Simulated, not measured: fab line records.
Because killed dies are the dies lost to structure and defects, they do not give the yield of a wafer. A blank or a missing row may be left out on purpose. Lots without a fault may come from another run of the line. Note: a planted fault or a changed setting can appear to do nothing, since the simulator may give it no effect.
Which tool was responsible? / flow nand_harc / Sampling: 15 lots, 45 wafers, 4 of 1302 route steps

## WHAT THE GAUGES READ, wafer by wafer
No reading from a measuring or inspecting step in the record can be judged against a usual standard deviation.

## WHICH TOOL RAN EACH LOT (tool, then ch and the chambers of the sampled wafers, then the start)
lot=L981; NHARC_THIN_TSV_ETCH_44=rie_diel-10 ch 0,1,2, day 23 23:49; NHARC_THIN_TSV_STRIP_45=plasma_asher-01 ch 0,1, day 24 00:38; NHARC_THIN_TSV_ETCHBACK_48=rie_diel-10 ch 0,3, day 24 01:50; NHARC_THIN_TSV_PVD_19=pvd_sputter-02, no start
lot=L983; NHARC_THIN_TSV_ETCH_44=rie_diel-07 ch 1,2,3, day 24 16:16; NHARC_THIN_TSV_STRIP_45=plasma_asher-01 ch 0,1, day 24 17:03; NHARC_THIN_TSV_ETCHBACK_48=rie_diel-10 ch 0,1,3, day 24 18:15; NHARC_THIN_TSV_PVD_19=pvd_sputter-02, no start
lot=L984; NHARC_THIN_TSV_ETCH_44=rie_diel-10 ch 2,3, day 24 19:49; NHARC_THIN_TSV_STRIP_45=plasma_asher-02 ch 0,1, day 24 20:38; NHARC_THIN_TSV_ETCHBACK_48=rie_diel-10 ch 1,2,3, day 24 21:44; NHARC_THIN_TSV_PVD_19=pvd_sputter-03, no start
lot=L982; NHARC_THIN_TSV_ETCH_44=rie_diel-07 ch 1,2, day 24 20:49; NHARC_THIN_TSV_STRIP_45=plasma_asher-02 ch 0,1, day 24 21:38; NHARC_THIN_TSV_ETCHBACK_48=rie_diel-03 ch 0,3, day 24 22:48; NHARC_THIN_TSV_PVD_19=pvd_sputter-01, no start
lot=L985; NHARC_THIN_TSV_ETCH_44=rie_diel-03 ch 0,1,2, day 24 21:58; NHARC_THIN_TSV_STRIP_45=plasma_asher-02 ch 0,1, day 24 22:41; NHARC_THIN_TSV_ETCHBACK_48=rie_diel-10 ch 0,2, day 24 23:53; NHARC_THIN_TSV_PVD_19=pvd_sputter-02, no start
lot=L986; NHARC_THIN_TSV_ETCH_44=rie_diel-03 ch 0,1,3, day 25 06:31; NHARC_THIN_TSV_STRIP_45=plasma_asher-01 ch 0,1, day 25 07:18; NHARC_THIN_TSV_ETCHBACK_48=rie_diel-10 ch 1,2, day 25 08:32; NHARC_THIN_TSV_PVD_19=pvd_sputter-02, no start
lot=L987; NHARC_THIN_TSV_ETCH_44=rie_diel-07 ch 0,1,3, day 26 01:52; NHARC_THIN_TSV_STRIP_45=plasma_asher-01 ch 0,1, day 26 02:36; NHARC_THIN_TSV_ETCHBACK_48=rie_diel-07 ch 0,1,3, day 26 03:49; NHARC_THIN_TSV_PVD_19=pvd_sputter-01, no start
lot=L988; NHARC_THIN_TSV_ETCH_44=rie_diel-03 ch 0,2,3, day 27 03:02; NHARC_THIN_TSV_STRIP_45=plasma_asher-02 ch 1, day 27 03:48; NHARC_THIN_TSV_ETCHBACK_48=rie_diel-03 ch 0,2, day 27 05:00; NHARC_THIN_TSV_PVD_19=pvd_sputter-01, no start
lot=L992; NHARC_THIN_TSV_ETCH_44=rie_diel-07 ch 2,3, day 28 10:49; NHARC_THIN_TSV_STRIP_45=plasma_asher-02 ch 0,1, day 28 11:39; NHARC_THIN_TSV_ETCHBACK_48=rie_diel-07 ch 2,3, day 28 12:46; NHARC_THIN_TSV_PVD_19=pvd_sputter-02, no start
lot=L991; NHARC_THIN_TSV_ETCH_44=rie_diel-03 ch 0,1,3, day 28 15:30; NHARC_THIN_TSV_STRIP_45=plasma_asher-02 ch 0,1, day 28 16:20; NHARC_THIN_TSV_ETCHBACK_48=rie_diel-03 ch 0,2, day 28 17:32; NHARC_THIN_TSV_PVD_19=pvd_sputter-02, no start
lot=L999; NHARC_THIN_TSV_ETCH_44=rie_diel-07 ch 1,3, day 31 03:04; NHARC_THIN_TSV_STRIP_45=plasma_asher-01 ch 0,1, day 31 03:52; NHARC_THIN_TSV_ETCHBACK_48=rie_diel-03 ch 0,3, day 31 05:10; NHARC_THIN_TSV_PVD_19=pvd_sputter-03, no start
lot=L998; NHARC_THIN_TSV_ETCH_44=rie_diel-10 ch 0,2,3, day 31 11:05; NHARC_THIN_TSV_STRIP_45=plasma_asher-02 ch 0,1, day 31 11:51; NHARC_THIN_TSV_ETCHBACK_48=rie_diel-10 ch 1,2,3, day 31 13:03; NHARC_THIN_TSV_PVD_19=pvd_sputter-01, no start
lot=L101; NHARC_THIN_TSV_ETCH_44=rie_diel-07 ch 0,1,2, day 32 02:50; NHARC_THIN_TSV_STRIP_45=plasma_asher-01 ch 0,1, day 32 03:34; NHARC_THIN_TSV_ETCHBACK_48=rie_diel-03 ch 0,1,2, day 32 04:50; NHARC_THIN_TSV_PVD_19=pvd_sputter-03, no start
lot=L100; NHARC_THIN_TSV_ETCH_44=rie_diel-03 ch 1,2, day 32 04:00; NHARC_THIN_TSV_STRIP_45=plasma_asher-02 ch 0,1, day 32 05:08; NHARC_THIN_TSV_ETCHBACK_48=rie_diel-03 ch 0,3, day 32 06:19; NHARC_THIN_TSV_PVD_19=pvd_sputter-03, no start
lot=L103; NHARC_THIN_TSV_ETCH_44=rie_diel-10 ch 1,3, day 32 13:25; NHARC_THIN_TSV_STRIP_45=plasma_asher-01 ch 0,1, day 32 14:12; NHARC_THIN_TSV_ETCHBACK_48=rie_diel-10 ch 0,2, day 32 15:22; NHARC_THIN_TSV_PVD_19=pvd_sputter-02, no start
- NHARC_THIN_TSV_ETCH_44: etches the open film in CF4/O2, target depth 1594.2 nm, time 797.1 s.
- NHARC_THIN_TSV_STRIP_45: strips in O2.
- NHARC_THIN_TSV_ETCHBACK_48: etches the open film in C4F8/Ar, target depth 1028.5 nm, time 405.17 s.
- NHARC_THIN_TSV_PVD_19: deposits TaN, target thk 20 nm.

## WHAT THE TOOLS THEMSELVES READ (means of the sampled wafers that have a number; where no wafer has one, the mark that the record gives instead)
NHARC_THIN_TSV_ETCH_44.
lot=L981; tool=rie_diel-10; cf4_flow_sccm (sccm)=150.0; drypump_motor_current_A (A)=5.1; o2_flow_sccm (sccm)=9.968; oes_product_au (a.u.)=1.000; rf_fwd_power_W (W)=299.2; rf_vpp_V (V)=791; showerhead_plenum_p_Torr (Torr)=1.76; throttle_valve_pct (%)=16.923
lot=L983; tool=rie_diel-07; cf4_flow_sccm (sccm)=150.1; drypump_motor_current_A (A)=6.1; o2_flow_sccm (sccm)=9.994; oes_product_au (a.u.)=1.002; rf_fwd_power_W (W)=299.8; rf_vpp_V (V)=794; showerhead_plenum_p_Torr (Torr)=1.83; throttle_valve_pct (%)=16.915
lot=L984; tool=rie_diel-10; cf4_flow_sccm (sccm)=149.8; drypump_motor_current_A (A)=5.1; o2_flow_sccm (sccm)=9.970; oes_product_au (a.u.)=1.003; rf_fwd_power_W (W)=300.2; rf_vpp_V (V)=794; showerhead_plenum_p_Torr (Torr)=1.82; throttle_valve_pct (%)=16.914
lot=L982; tool=rie_diel-07; cf4_flow_sccm (sccm)=149.4; drypump_motor_current_A (A)=6.1; o2_flow_sccm (sccm)=10.018; oes_product_au (a.u.)=1.001; rf_fwd_power_W (W)=300.0; rf_vpp_V (V)=798; showerhead_plenum_p_Torr (Torr)=1.90; throttle_valve_pct (%)=16.924
lot=L985; tool=rie_diel-03; cf4_flow_sccm (sccm)=150.0; drypump_motor_current_A (A)=5.7; o2_flow_sccm (sccm)=10.007; oes_product_au (a.u.)=1.013; rf_fwd_power_W (W)=298.3; rf_vpp_V (V)=795; showerhead_plenum_p_Torr (Torr)=1.85; throttle_valve_pct (%)=16.921
lot=L986; tool=rie_diel-03; cf4_flow_sccm (sccm)=150.2; drypump_motor_current_A (A)=5.5; o2_flow_sccm (sccm)=10.001; oes_product_au (a.u.)=1.002; rf_fwd_power_W (W)=298.8; rf_vpp_V (V)=795; showerhead_plenum_p_Torr (Torr)=1.85; throttle_valve_pct (%)=16.912
lot=L987; tool=rie_diel-07; cf4_flow_sccm (sccm)=150.1; drypump_motor_current_A (A)=5.9; o2_flow_sccm (sccm)=9.985; oes_product_au (a.u.)=1.006; rf_fwd_power_W (W)=300.3; rf_vpp_V (V)=795; showerhead_plenum_p_Torr (Torr)=1.84; throttle_valve_pct (%)=16.915
lot=L988; tool=rie_diel-03; cf4_flow_sccm (sccm)=150.0; drypump_motor_current_A (A)=5.7; o2_flow_sccm (sccm)=9.983; oes_product_au (a.u.)=0.992; rf_fwd_power_W (W)=300.8; rf_vpp_V (V)=796; showerhead_plenum_p_Torr (Torr)=1.86; throttle_valve_pct (%)=16.919
lot=L992; tool=rie_diel-07; cf4_flow_sccm (sccm)=150.1; drypump_motor_current_A (A)=6.2; o2_flow_sccm (sccm)=10.025; oes_product_au (a.u.)=0.991; rf_fwd_power_W (W)=299.7; rf_vpp_V (V)=790; showerhead_plenum_p_Torr (Torr)=1.75; throttle_valve_pct (%)=16.913
lot=L991; tool=rie_diel-03; cf4_flow_sccm (sccm)=149.7; drypump_motor_current_A (A)=5.4; o2_flow_sccm (sccm)=9.999; oes_product_au (a.u.)=1.006; rf_fwd_power_W (W)=299.7; rf_vpp_V (V)=796; showerhead_plenum_p_Torr (Torr)=1.85; throttle_valve_pct (%)=16.911
lot=L999; tool=rie_diel-07; cf4_flow_sccm (sccm)=149.9; drypump_motor_current_A (A)=6.1; o2_flow_sccm (sccm)=9.988; oes_product_au (a.u.)=1.006; rf_fwd_power_W (W)=299.7; rf_vpp_V (V)=791; showerhead_plenum_p_Torr (Torr)=1.78; throttle_valve_pct (%)=16.922
lot=L998; tool=rie_diel-10; cf4_flow_sccm (sccm)=149.9; drypump_motor_current_A (A)=5.1; o2_flow_sccm (sccm)=10.006; oes_product_au (a.u.)=0.980; rf_fwd_power_W (W)=300.1; rf_vpp_V (V)=791; showerhead_plenum_p_Torr (Torr)=1.80; throttle_valve_pct (%)=16.915
lot=L101; tool=rie_diel-07; cf4_flow_sccm (sccm)=150.2; drypump_motor_current_A (A)=5.9; o2_flow_sccm (sccm)=9.999; oes_product_au (a.u.)=0.997; rf_fwd_power_W (W)=299.4; rf_vpp_V (V)=798; showerhead_plenum_p_Torr (Torr)=1.88; throttle_valve_pct (%)=16.913
lot=L100; tool=rie_diel-03; cf4_flow_sccm (sccm)=150.5; drypump_motor_current_A (A)=5.8; o2_flow_sccm (sccm)=10.014; oes_product_au (a.u.)=1.012; rf_fwd_power_W (W)=298.7; rf_vpp_V (V)=796; showerhead_plenum_p_Torr (Torr)=1.86; throttle_valve_pct (%)=16.920
lot=L103; tool=rie_diel-10; cf4_flow_sccm (sccm)=150.1; drypump_motor_current_A (A)=5.4; o2_flow_sccm (sccm)=10.005; oes_product_au (a.u.)=0.991; rf_fwd_power_W (W)=300.4; rf_vpp_V (V)=794; showerhead_plenum_p_Torr (Torr)=1.83; throttle_valve_pct (%)=16.925

NHARC_THIN_TSV_STRIP_45.
lot=L981; tool=plasma_asher-01; drypump_motor_current_A (A)=5.8; heater_power_w (W)=319
lot=L983; tool=plasma_asher-01; drypump_motor_current_A (A)=5.6; heater_power_w (W)=333
lot=L984; tool=plasma_asher-02; drypump_motor_current_A (A)=5.5; heater_power_w (W)=302
lot=L982; tool=plasma_asher-02; drypump_motor_current_A (A)=5.5; heater_power_w (W)=299
lot=L985; tool=plasma_asher-02; drypump_motor_current_A (A)=5.5; heater_power_w (W)=301
lot=L986; tool=plasma_asher-01; drypump_motor_current_A (A)=5.8; heater_power_w (W)=311
lot=L987; tool=plasma_asher-01; drypump_motor_current_A (A)=5.7; heater_power_w (W)=327
lot=L988; tool=plasma_asher-02; drypump_motor_current_A (A)=6.5; heater_power_w (W)=313
lot=L992; tool=plasma_asher-02; drypump_motor_current_A (A)=6.0; heater_power_w (W)=307
lot=L991; tool=plasma_asher-02; drypump_motor_current_A (A)=6.0; heater_power_w (W)=304
lot=L999; tool=plasma_asher-01; drypump_motor_current_A (A)=5.8; heater_power_w (W)=321
lot=L998; tool=plasma_asher-02; drypump_motor_current_A (A)=6.0; heater_power_w (W)=307
lot=L101; tool=plasma_asher-01; drypump_motor_current_A (A)=5.6; heater_power_w (W)=329
lot=L100; tool=plasma_asher-02; drypump_motor_current_A (A)=5.5; heater_power_w (W)=302
lot=L103; tool=plasma_asher-01; drypump_motor_current_A (A)=5.8; heater_power_w (W)=318

NHARC_THIN_TSV_ETCHBACK_48.
lot=L981; tool=rie_diel-10; oes_product_au (a.u.)=0.905; rf_fwd_power_W (W)=598.2; rf_vpp_V (V)=545.2
lot=L983; tool=rie_diel-10; oes_product_au (a.u.)=0.912; rf_fwd_power_W (W)=597.2; rf_vpp_V (V)=545.8
lot=L984; tool=rie_diel-10; oes_product_au (a.u.)=0.927; rf_fwd_power_W (W)=597.3; rf_vpp_V (V)=545.7
lot=L982; tool=rie_diel-03; oes_product_au (a.u.)=0.921; rf_fwd_power_W (W)=599.5; rf_vpp_V (V)=549.0
lot=L985; tool=rie_diel-10; oes_product_au (a.u.)=0.931; rf_fwd_power_W (W)=598.3; rf_vpp_V (V)=543.9
lot=L986; tool=rie_diel-10; oes_product_au (a.u.)=0.929; rf_fwd_power_W (W)=596.4; rf_vpp_V (V)=544.4
lot=L987; tool=rie_diel-07; oes_product_au (a.u.)=0.928; rf_fwd_power_W (W)=597.0; rf_vpp_V (V)=547.6
lot=L988; tool=rie_diel-03; oes_product_au (a.u.)=0.957; rf_fwd_power_W (W)=595.2; rf_vpp_V (V)=547.9
lot=L992; tool=rie_diel-07; oes_product_au (a.u.)=0.973; rf_fwd_power_W (W)=598.8; rf_vpp_V (V)=545.8
lot=L991; tool=rie_diel-03; oes_product_au (a.u.)=0.959; rf_fwd_power_W (W)=598.6; rf_vpp_V (V)=546.6
lot=L999; tool=rie_diel-03; oes_product_au (a.u.)=0.827; rf_fwd_power_W (W)=598.7; rf_vpp_V (V)=546.6
lot=L998; tool=rie_diel-10; oes_product_au (a.u.)=0.922; rf_fwd_power_W (W)=598.2; rf_vpp_V (V)=544.6
lot=L101; tool=rie_diel-03; oes_product_au (a.u.)=0.877; rf_fwd_power_W (W)=601.1; rf_vpp_V (V)=546.9
lot=L100; tool=rie_diel-03; oes_product_au (a.u.)=0.830; rf_fwd_power_W (W)=600.4; rf_vpp_V (V)=547.1
lot=L103; tool=rie_diel-10; oes_product_au (a.u.)=0.912; rf_fwd_power_W (W)=599.8; rf_vpp_V (V)=543.2

NHARC_THIN_TSV_PVD_19.
lot=L981; tool=pvd_sputter-02; chamber_pressure_pa (Pa)=5.005; throttle_valve_pct (%)=29.8
lot=L983; tool=pvd_sputter-02; chamber_pressure_pa (Pa)=5.004; throttle_valve_pct (%)=29.8
lot=L984; tool=pvd_sputter-03; chamber_pressure_pa (Pa)=4.994; throttle_valve_pct (%)=30.3
lot=L982; tool=pvd_sputter-01; chamber_pressure_pa (Pa)=4.982; throttle_valve_pct (%)=29.5
lot=L985; tool=pvd_sputter-02; chamber_pressure_pa (Pa)=5.001; throttle_valve_pct (%)=29.9
lot=L986; tool=pvd_sputter-02; chamber_pressure_pa (Pa)=4.994; throttle_valve_pct (%)=29.2
lot=L987; tool=pvd_sputter-01; chamber_pressure_pa (Pa)=4.984; throttle_valve_pct (%)=28.8
lot=L988; tool=pvd_sputter-01; chamber_pressure_pa (Pa)=4.991; throttle_valve_pct (%)=28.9
lot=L992; tool=pvd_sputter-02; chamber_pressure_pa (Pa)=4.991; throttle_valve_pct (%)=28.9
lot=L991; tool=pvd_sputter-02; chamber_pressure_pa (Pa)=4.999; throttle_valve_pct (%)=29.4
lot=L999; tool=pvd_sputter-03; chamber_pressure_pa (Pa)=5.006; throttle_valve_pct (%)=30.3
lot=L998; tool=pvd_sputter-01; chamber_pressure_pa (Pa)=4.999; throttle_valve_pct (%)=28.7
lot=L101; tool=pvd_sputter-03; chamber_pressure_pa (Pa)=4.997; throttle_valve_pct (%)=30.3
lot=L100; tool=pvd_sputter-03; chamber_pressure_pa (Pa)=4.997; throttle_valve_pct (%)=30.1
lot=L103; tool=pvd_sputter-02; chamber_pressure_pa (Pa)=5.003; throttle_valve_pct (%)=28.9

## THE ANSWER, worked out from the rows above alone
Rule: what is usual is taken from the lots themselves. Put in order of their means at a reading, lots are off if they are a third of the lots or fewer, leave a main group of 4 or more, and stand apart from it by a gap of 3 or more times the standard deviation of the main group's means; of several such gaps the widest counts. Not used: any main group whose means are identical at the precision the tables above print for the reading. A lot without any number at a reading at which 4 lots or more have one is off too. The other lots that the step has rows for count as sound. First the gauges in route order, then the tools' own readings, where a lot's mean is used as printed above. At the first step where some lot is off, the reading lying furthest off is the one used; lots without a number count as furthest.
No lot is off on any of the readings shown, so nothing can be concluded from this.

## WHAT THE SIMULATOR PUT IN
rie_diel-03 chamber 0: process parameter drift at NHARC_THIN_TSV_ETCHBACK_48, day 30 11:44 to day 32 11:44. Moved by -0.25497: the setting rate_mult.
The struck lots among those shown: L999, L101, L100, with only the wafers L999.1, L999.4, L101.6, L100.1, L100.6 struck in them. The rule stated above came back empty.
